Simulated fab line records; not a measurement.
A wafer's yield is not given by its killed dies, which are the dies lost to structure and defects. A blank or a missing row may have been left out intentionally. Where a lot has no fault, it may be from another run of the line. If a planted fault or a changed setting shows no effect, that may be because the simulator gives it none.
fab line records | flow nandHarc
record lots=6 | wafers=18 | lastDay=32
route steps=1302 shown A_CHANNEL_FILL_D1@495 END@1302
lots untouched by any fault: they come from a run of this same line in which no faults occurred
startH: the number of hours between the record's first day and the start of the first shown wafer of the lot | waitH: how many hours have passed since the lot's step before this one | " the same as in the row above | L1.1+2: several wafers, shown together as one row | - either no value or no given start | * or withheld: withheld | < > ~ a bound
route shown NAME@n: names a module that has steps shown in the file, with the first one's number in the route | usual: mean/standard deviation of fault-free wafers | same: alike in all rows | chamber/n: place in a boat | sites: per-site readings | _std_site: how widely they spread, as a standard deviation | _edge_site: inner sites' mean taken away from outer sites' mean | radiusMm: for every site, how far away it sits from the centre of the wafer | mask NAME#n: copy n | behind: the last tool/chamber to shape the wafer | hold: the reason the lot was held/the length of the hold in hours/how it ended | device: names the non-switching transistor (n, p or np) | end of line: the route-end tests of the same wafers | step lacking rows: just its recipe | killed: dies lost to structure and defects at the first sort, not the wafer's yield | map: a wafer's dies, x killed, . not, _ none there
set.NAME: the setting that was run; set.NAME@STEP: the one run at that earlier step | model.NAME: the simulator's own value behind a step, which no gauge read
certain route steps with their lots: each step a table, each wafer a row
services: a tool's chamber out of use, with start hour (startH, from the record's first day; less than 0 if before it), hours out, and reason
## steps
# step NHARC_A_CHANNEL_FILL_D1_ALD_15
# recipe targetThkA=20 | pulseTimeS=60 | aldCycles=19 | tempC=630 | pressureTorr=2 | material=SiNx
# step NHARC_A_CHANNEL_FILL_D1_ALD_16
# recipe targetThkA=15 | pulseTimeS=10 | aldCycles=15 | tempC=300 | material=SiO2
# usual aldCycles=15/0 | heaterPowerW=473/46 | precursorPulseHeightRel=1.002/0.018
lot.wafer | tool     | chamber | startH | waitH | aldCycles | heaterPowerW | precursorPulseHeightRel
L690.2    | aldHk-04 | 2       | 198.99 | 0.0   | 15        | 464          | 1.003
L690.1    | "        | 0       | "      | "     | 15        | 458          | 0.982
L690.6    | "        | 2       | "      | "     | 15        | 475          | 1.013
L695.4    | aldHk-01 | 2       | 247.48 | 0.0   | 15        | 417          | 1.003
L695.2    | "        | 3       | "      | "     | 15        | 496          | 0.985
L695.6    | "        | 2       | "      | "     | 15        | 397          | 1.022
L696.1    | aldHk-01 | 0       | 258.13 | 0.7   | 15        | 532          | 0.970
L696.2    | "        | 1       | "      | "     | 15        | 448          | 1.014
L696.3    | "        | 2       | "      | "     | 15        | 417          | 0.994
L701.1    | aldHk-04 | 2       | 311.20 | 1.6   | 15        | 489          | 1.037
L701.3    | "        | 0       | "      | "     | 15        | 425          | 1.014
L701.2    | "        | 1       | "      | "     | 15        | 500          | 0.994
L709.2    | aldHk-01 | 0       | 403.60 | 0.0   | 15        | 507          | 0.996
L709.3    | "        | 2       | "      | "     | 15        | 429          | 0.969
L709.1    | "        | 3       | "      | "     | 15        | 463          | 1.003
L710.4    | aldHk-04 | 1       | 416.79 | 0.0   | 15        | 497          | 1.025
L710.3    | "        | 2       | "      | "     | 15        | 482          | 1.017
L710.1    | "        | 0       | "      | "     | 15        | 445          | 1.004
# step NHARC_A_CHANNEL_FILL_D1_ANNEAL_17
# recipe tempC=850 | timeS=1800
# step NHARC_A_CHANNEL_FILL_D1_CVD_18
# recipe targetThkA=30 | tempC=550 | material=poly-Si
# step NHARC_A_CHANNEL_FILL_D1_ETCHBACK_19
# recipe targetDepthA=50 | timeS=1.7 | hbrFlowSccm=150 | cl2FlowSccm=50 | rfW=400 | icpW=400 | biasW=100 | chemistry=HBr/Cl2
# usual drypumpMotorCurrentA=5.7/0.44 | hbrFlowSccm=149.9/0.45 | oesProductAu=1.005/0.01 | throttleValvePct=26.406/0.0098
lot.wafer | tool     | chamber | startH | waitH | drypumpMotorCurrentA | hbrFlowSccm | oesProductAu | rfHoursCounterH | throttleValvePct
L690.2    | rieSi-02 | 0       | 210.81 | 0.4   | 6.2                  | 149.8       | 1.013        | 0.8             | 26.410
L690.1    | "        | 3       | "      | "     | 5.0                  | 150.9       | 1.010        | 0.7             | 26.412
L690.6    | "        | 1       | "      | "     | 5.2                  | 150.6       | 1.018        | -               | 26.388
L695.2    | rieSi-04 | 1       | 260.78 | 0.4   | 6.1                  | 149.4       | 1.010        | 0.4             | 26.398
L695.4    | "        | 2       | "      | "     | 5.2                  | 150.4       | 0.987        | 0.5             | 26.409
L695.6    | "        | 0       | "      | "     | 6.2                  | 150.4       | 0.977        | -               | 26.399
L696.2    | rieSi-02 | 1       | 269.83 | 0.4   | 5.2                  | 149.6       | 1.010        | 1.1             | 26.410
L696.3    | "        | 3       | "      | "     | 5.0                  | 150.1       | 1.005        | 1.1             | 26.406
L696.1    | "        | 0       | "      | "     | 6.2                  | 150.1       | 1.004        | 1.2             | 26.398
L701.1    | rieSi-05 | 3       | 323.15 | 0.4   | 5.2                  | 149.7       | 1.009        | 0.0             | 26.399
L701.2    | "        | 0       | "      | "     | 5.5                  | 149.8       | 1.012        | 0.0             | 26.388
L701.3    | "        | 1       | "      | "     | 6.0                  | 149.1       | 1.016        | 0.1             | 26.390
L709.2    | rieSi-05 | 3       | 415.69 | 0.4   | 5.2                  | 150.1       | 0.999        | 0.5             | 26.398
L709.1    | "        | 1       | "      | "     | 6.0                  | 149.5       | 1.012        | 0.6             | 26.426
L709.3    | "        | 2       | "      | "     | 5.9                  | 149.1       | 1.001        | 0.6             | 26.404
L710.4    | rieSi-05 | 1       | 428.65 | 0.4   | 5.9                  | 150.2       | 1.018        | 0.6             | 26.406
L710.3    | "        | 2       | "      | "     | 5.9                  | 149.3       | 0.996        | 0.7             | 26.407
L710.1    | "        | 3       | "      | "     | 5.2                  | 150.6       | 0.990        | 0.6             | 26.410
# step NHARC_A_CHANNEL_FILL_D1_ETCHBACK_20
# recipe targetDepthA=270 | timeS=13.5 | c4f8FlowSccm=withheld | o2FlowSccm=8 | arFlowSccm=withheld | rfW=600 | biasW=1500 | chemistry=C4F8/O2/Ar
# usual oesProductAu=0.96/0.034 | rfVppV=979/6.6
lot.wafer | tool       | chamber | startH | waitH | oesProductAu | rfHoursCounterH | rfVppV
L690.1    | rieDiel-05 | 3       | 210.94 | -     | 0.96         | 8.0             | 980
L690.2    | "          | 0       | "      | "     | 0.94         | 8.4             | 976
L690.6    | "          | 3       | "      | "     | 0.95         | -               | 979
L695.2    | rieDiel-01 | 2       | 260.91 | -     | 0.99         | 1.1             | 969
L695.4    | "          | 3       | "      | "     | 0.98         | 2.4             | 987
L695.6    | "          | 1       | "      | "     | 0.99         | -               | 970
L696.3    | rieDiel-05 | 3       | 269.95 | -     | 0.96         | 1.0             | 979
L696.2    | "          | 0       | "      | "     | 1.00         | 0.9             | 976
L696.1    | "          | 2       | "      | "     | 0.98         | 0.6             | 983
L701.3    | rieDiel-05 | 3       | 323.28 | -     | 0.99         | 3.6             | 979
L701.1    | "          | 1       | "      | "     | 0.99         | 3.2             | 972
L701.2    | "          | 2       | "      | "     | 1.00         | 1.2             | 984
L709.3    | rieDiel-05 | 1       | 415.83 | -     | 0.98         | 0               | 971
L709.1    | "          | 2       | "      | "     | 0.99         | 0               | 985
L709.2    | "          | 3       | "      | "     | 0.98         | 0               | 980
L710.4    | rieDiel-09 | 0       | 428.78 | -     | 0.93         | 5.6             | 985
L710.3    | "          | 1       | "      | "     | 0.92         | 6.0             | 984
L710.1    | "          | 2       | "      | "     | 0.94         | 6.2             | 989
# step NHARC_A_CHANNEL_FILL_D1_STRIP_28
# recipe timeS=20 | o2FlowSccm=500 | arFlowSccm=0 | biasW=0 | chemistry=O2
# usual drypumpMotorCurrentA=5.8/0.47 | o2FlowSccm=500.2/1.5 | oesProductAu=0.998/0.011 | rfVppV=57.7/0.79 | showerheadPlenumPTorr=3.55/0.16 | throttleValvePct=17.037/0.0084
lot.wafer | tool       | chamber | startH | waitH | drypumpMotorCurrentA | o2FlowSccm | oesProductAu | rfHoursCounterH | rfVppV | showerheadPlenumPTorr | throttleValvePct
L690.2    | rieDiel-05 | 3       | 211.03 | 0.1   | 6.0                  | 501.0      | 1.024        | 8.0             | 56.2   | 3.55                  | 17.040
L690.1    | "          | 0       | "      | "     | 5.6                  | 501.2      | 1.007        | 8.4             | 56.0   | 3.47                  | 17.035
L690.6    | "          | 3       | "      | "     | 6.0                  | 500.4      | 1.017        | -               | 59.0   | 3.55                  | 17.036
L695.2    | rieDiel-01 | 3       | 260.99 | 0.1   | 5.7                  | 500.9      | 0.984        | 2.4             | 59.4   | 3.74                  | 17.048
L695.4    | "          | 2       | "      | "     | 5.9                  | 500.5      | 1.005        | 1.1             | 56.1   | 3.30                  | 17.035
L695.6    | "          | 3       | "      | "     | 5.7                  | 500.9      | 1.001        | -               | 57.5   | 3.74                  | 17.034
L696.2    | rieDiel-05 | 3       | 270.05 | 0.1   | 6.0                  | 499.9      | 0.977        | 1.0             | 57.9   | 3.55                  | 17.043
L696.1    | "          | 1       | "      | "     | 6.0                  | 501.5      | 0.987        | 0.6             | 56.8   | 3.36                  | 17.030
L696.3    | "          | 2       | "      | "     | 5.2                  | 501.3      | 1.002        | 0.6             | 58.6   | 3.70                  | 17.035
L701.3    | rieDiel-05 | 3       | 323.39 | 0.1   | 6.0                  | 500.9      | 0.988        | 3.6             | 57.4   | 3.55                  | 17.044
L701.1    | "          | 1       | "      | "     | 6.0                  | 500.4      | 1.000        | 3.2             | 56.9   | 3.36                  | 17.037
L701.2    | "          | 2       | "      | "     | 5.2                  | 499.2      | 1.006        | 1.2             | 58.0   | 3.70                  | 17.024
L709.2    | rieDiel-05 | 2       | 415.91 | 0.1   | 5.1                  | 499.8      | 1.000        | 0               | 57.9   | 3.70                  | 17.033
L709.1    | "          | 3       | "      | "     | 6.0                  | 501.7      | 1.000        | 0               | 59.2   | 3.55                  | 17.047
L709.3    | "          | 0       | "      | "     | 5.6                  | 499.2      | 0.994        | 0.0             | 57.6   | 3.47                  | 17.047
L710.3    | rieDiel-09 | 0       | 428.87 | 0.1   | 6.5                  | 501.7      | 1.004        | 5.6             | 56.5   | 3.74                  | 17.032
L710.4    | "          | 1       | "      | "     | 5.1                  | 500.9      | 1.006        | 6.0             | 59.0   | 3.67                  | 17.038
L710.1    | "          | 3       | "      | "     | 6.3                  | 500.4      | 0.997        | 5.8             | 57.5   | 3.68                  | 17.024
# step NHARC_A_CHANNEL_FILL_D1_PRECLEAN_21
# recipe timeS=30 | chemistry=dHF
# step NHARC_A_CHANNEL_FILL_D1_SRD_23
# step NHARC_A_CHANNEL_FILL_D1_CVD_05
# recipe targetThkA=50 | tempC=550 | material=poly-Si
# step NHARC_A_CHANNEL_FILL_D1_ANNEAL_22
# recipe tempC=620 | timeS=7200
# step NHARC_A_CHANNEL_FILL_D1_ALD_25
# recipe targetThkA=600 | pulseTimeS=10 | aldCycles=600 | tempC=300 | material=SiOx
# usual aldCycles=600/0 | heaterPowerW=467/49 | precursorPulseHeightRel=1.002/0.02
lot.wafer | tool     | chamber | startH | waitH | aldCycles | heaterPowerW | precursorPulseHeightRel
L690.1    | aldHk-03 | 1       | 224.90 | 1.4   | 600       | 453          | 0.993
L690.2    | "        | 2       | "      | "     | 600       | 411          | 1.006
L690.6    | "        | 3       | "      | "     | 600       | 379          | 0.958
L695.4    | aldHk-01 | 3       | 272.75 | 0.1   | 513       | 485          | 0.980
L695.2    | "        | 2       | 274.57 | 1.9   | 600       | 416          | 0.988
L695.6    | "        | 3       | "      | "     | 513       | 485          | 1.013
L696.2    | aldHk-01 | 2       | 281.74 | 0.1   | 600       | 413          | 0.992
L696.3    | "        | 3       | "      | "     | 513       | 487          | 1.015
L696.1    | "        | 0       | "      | "     | 600       | 531          | 1.021
L701.1    | aldHk-04 | 1       | 338.95 | 0.7   | 600       | 489          | 0.987
L701.2    | "        | 2       | "      | "     | 600       | 471          | 1.043
L701.3    | "        | 3       | "      | "     | 600       | 523          | 1.022
L709.1    | aldHk-04 | 3       | 428.36 | 0.1   | 600       | 530          | 0.990
L709.2    | "        | 1       | 429.60 | 1.3   | 600       | 505          | 1.006
L709.3    | "        | 2       | "      | "     | 600       | 489          | 0.985
L710.4    | aldHk-01 | 0       | 443.51 | 2.9   | 600       | 507          | 1.016
L710.3    | "        | 1       | 444.74 | 4.1   | 600       | 457          | 1.015
L710.1    | "        | 2       | 445.98 | 5.3   | 600       | 441          | 1.002
# step NHARC_A_CHANNEL_FILL_D1_ETCHBACK_08
# recipe targetDepthA=2200 | timeS=110 | c4f8FlowSccm=20 | arFlowSccm=withheld | rfW=600 | biasW=300 | chemistry=C4F8
# usual oesProductAu=0.96/0.035 | rfVppV=442/3.1
lot.wafer | tool       | chamber | startH | waitH | oesProductAu | rfHoursCounterH | rfVppV
L690.1    | rieDiel-01 | 1       | -      | -     | 1.00         | 0.9             | 438
L690.2    | "          | 0       | "      | "     | 1.01         | 1.3             | 438
L690.6    | "          | 1       | "      | "     | 1.01         | -               | 436
L695.4    | rieDiel-01 | 1       | -      | -     | 0.93         | 3.1             | 437
L695.2    | "          | 2       | "      | "     | 0.93         | 1.9             | 439
L695.6    | "          | 1       | "      | "     | 0.92         | -               | 437
L696.2    | rieDiel-01 | 0       | -      | -     | 0.95         | 4.4             | 438
L696.3    | "          | 1       | "      | "     | 0.95         | 3.5             | 438
L696.1    | "          | 3       | "      | "     | 0.93         | 3.7             | 444
L701.3    | rieDiel-09 | 2       | -      | -     | 1.02         | 1.0             | 445
L701.1    | "          | 0       | "      | "     | 1.01         | 0.7             | 444
L701.2    | "          | 1       | "      | "     | 1.00         | 1.1             | 443
L709.2    | rieDiel-09 | 0       | -      | -     | 0.99         | 5.6             | 443
L709.3    | "          | 1       | "      | "     | 0.98         | 6.1             | 444
L709.1    | "          | 2       | "      | "     | 0.97         | 6.2             | 447
L710.1    | rieDiel-01 | 0       | -      | -     | 1.01         | 3.6             | 438
L710.3    | "          | 1       | "      | "     | 0.99         | 4.6             | 437
L710.4    | "          | 1       | "      | "     | 1.00         | -               | 438
# step NHARC_END_SORT_01
# recipe tempC=25
# usual killedAtArray=59/19 | killedAtOther=1.0/1.1 | killedAtPeriphery=3.8/2.4 | killedDies=64/19 | killedOpen=3.3/2 | killedShort=2.4/1.6
# same grossDies=677
lot.wafer | tool      | chamber | startH | waitH | killedAtArray | killedAtOther | killedAtPeriphery | killedDies | killedOpen | killedShort
L695.2    | prober-01 | 0       | 619.84 | 2.8   | 76            | 2             | 1                 | 79         | 2          | 0
L695.4    | prober-01 | 0       | 621.43 | 3.4   | 62            | 1             | 8                 | 71         | 3          | 4
L695.6    | prober-01 | 0       | 623.03 | 4.0   | 79            | 2             | 5                 | 86         | 3          | 5
# killed by level:class
L695.2 A_CHANNEL_HOLE_D1:chamberFilmFlake=35 A_CHANNEL_HOLE_D2:chamberFilmFlake=31 A_CONTACT:chamberFilmFlake=4 A_DECK1_JOINT:geometricParticle:open=2 THIN_TSV:chamberFilmFlake=2 A_CHANNEL_FILL_D2:chamberFilmFlake=2 P_GATE:chamberFilmFlake=1 A_ZERO_WELL:chamberFilmFlake=1
L695.4 A_CHANNEL_HOLE_D1:chamberFilmFlake=25 A_CHANNEL_HOLE_D2:chamberFilmFlake=20 P_GATE:chamberFilmFlake=7 A_STAIRCASE:chamberFilmFlake=3 A_DECK1_JOINT:chamberFilmFlake=2 A_CHANNEL_FILL_D2:chamberFilmFlake=2 A_CONTACT:chamberFilmFlake=2 A_ONON_D1:geometricParticle:short=1
L695.6 A_CHANNEL_HOLE_D1:chamberFilmFlake=32 A_CHANNEL_HOLE_D2:chamberFilmFlake=29 A_STAIRCASE:chamberFilmFlake=5 P_GATE:chamberFilmFlake=4 A_CONTACT:chamberFilmFlake=4 P_CONTACT:geometricParticle:short=1 A_ONON_D1:geometricParticle:open=1 A_DECK1_JOINT:geometricParticle:open=1
## services
tool       | chamber | startH | hours | kind
rieDiel-09 | 2       | 190.39 | 6.3   | repair
rieDiel-09 | 1       | 190.47 | 4.5   | repair
rieDiel-01 | -       | 203.80 | 9.0   | pm
aldHk-04   | -       | 216.26 | 1.5   | repair
rieDiel-05 | -       | 229.60 | 9.0   | pm
rieDiel-01 | 2       | 231.36 | 18.8  | repair
rieDiel-01 | -       | 239.27 | 0.7   | repair
rieDiel-01 | 1       | 240.66 | 5.5   | repair
rieDiel-01 | -       | 254.04 | 0.7   | repair
rieDiel-01 | 3       | 270.46 | 5.8   | repair
rieDiel-05 | 2       | 271.08 | 36.8  | repair
aldHk-01   | -       | 300.39 | 10.0  | pm
rieDiel-05 | -       | 306.70 | 0.5   | repair
rieDiel-05 | 0       | 322.67 | 2.9   | repair
rieDiel-05 | -       | 354.56 | 0.4   | repair
rieDiel-01 | 1       | 357.43 | 3.0   | repair
rieDiel-05 | 3       | 371.59 | 10.0  | repair
rieDiel-01 | -       | 380.80 | 9.0   | pm
rieDiel-05 | -       | 406.60 | 9.0   | pm
aldHk-01   | -       | 415.84 | 0.4   | repair
rieDiel-01 | 0       | 437.29 | 2.8   | repair
rieDiel-05 | 2       | 439.92 | 6.4   | repair
aldHk-04   | -       | 441.02 | 10.0  | pm
rieDiel-01 | 2       | 447.13 | 10.1  | repair
## key
firstSign step=NHARC_A_CHANNEL_FILL_D1_ALD_25 | reading=aldCycles | direction=down | sigmas=99+ | usual=600 | struck=513
effect none on later readings
metAt NHARC_A_CHANNEL_FILL_D1_ALD_25
struckWafers L695.4,L695.6,L696.3
testerLeftOut L695,L696
fault kind=processParameterDrift | tool=aldHk-01 | chamber=- | onsetH=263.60 | steps=NHARC_A_CHANNEL_FILL_D1_ALD_25 | channel=aldCycles | offset=-87 | shape=step | endH=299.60 | scope=struckWafersOnly | actsIn=theseRecipesOnly | stated=600
# testerLeftOut: of these lots the tester's yield and bins aren't shown, on N5 and GAA mostly nor the transistor test; their killed dies are dies lost to structure and defects alone, not to doping, threshold or leakage, so they don't give the yield
